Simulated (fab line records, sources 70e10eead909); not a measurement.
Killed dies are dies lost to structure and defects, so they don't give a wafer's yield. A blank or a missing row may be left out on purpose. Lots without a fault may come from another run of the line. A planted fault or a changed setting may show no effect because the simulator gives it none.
Chamber matching | flow nand_harc | NHARC_A_STAIRCASE_DEP_156 on pecvd-04: 3 sister chambers
The step deposits SiNx, target thk 50 nm. 6 wafers are shown with their chamber, then 8 later ones without.

WAFERS WITH THEIR CHAMBER
wafer  | chamber | heater_power_w (W)
L081.3 | 2       | 591
L086.1 | 0       | 625
L093.2 | 2       | 598
L093.3 | 0       | 699
L093.6 | 1       | 717
L094.4 | 1       | 606

WAFERS WITHOUT THEIR CHAMBER
wafer  | heater_power_w (W)
L094.5 | 618
L094.6 | 694
L095.2 | 627
L095.3 | 657
L095.6 | 713
L097.3 | 723
L097.4 | 634
L097.6 | 631

WHICH CHAMBER EACH WENT THROUGH
wafer  | from the rows above          | in truth
L094.5 | can't be placed: 2 or 1 or 0 | 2
L094.6 | can't be placed: 0 or 1 or 2 | 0
L095.2 | can't be placed: 2 or 1 or 0 | 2
L095.3 | can't be placed: 1 or 0 or 2 | 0
L095.6 | can't be placed: 0 or 1 or 2 | 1
L097.3 | can't be placed: 0 or 1 or 2 | 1
L097.4 | can't be placed: 1 or 0 or 2 | 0
L097.6 | can't be placed: 1 or 0 or 2 | 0
Placed correctly: 0 of 8. Can't be placed from these rows: 8 (the true chamber is among the candidates in 8). Placed wrongly: 0.
How it was worked out, from the rows above alone: a wafer's distance from a chamber is the root of the sum, over the readings, of the square of ((its reading less the chamber's mean) divided by the reading's scatter). The wafer belongs to the nearest chamber; if the next one is less than 2 further off, it can't be placed. A chamber's mean is the mean of its shown wafers. The scatter: the root of (the sum of the squares of (reading less its chamber's mean) over the shown wafers, divided by (wafers less chambers)).
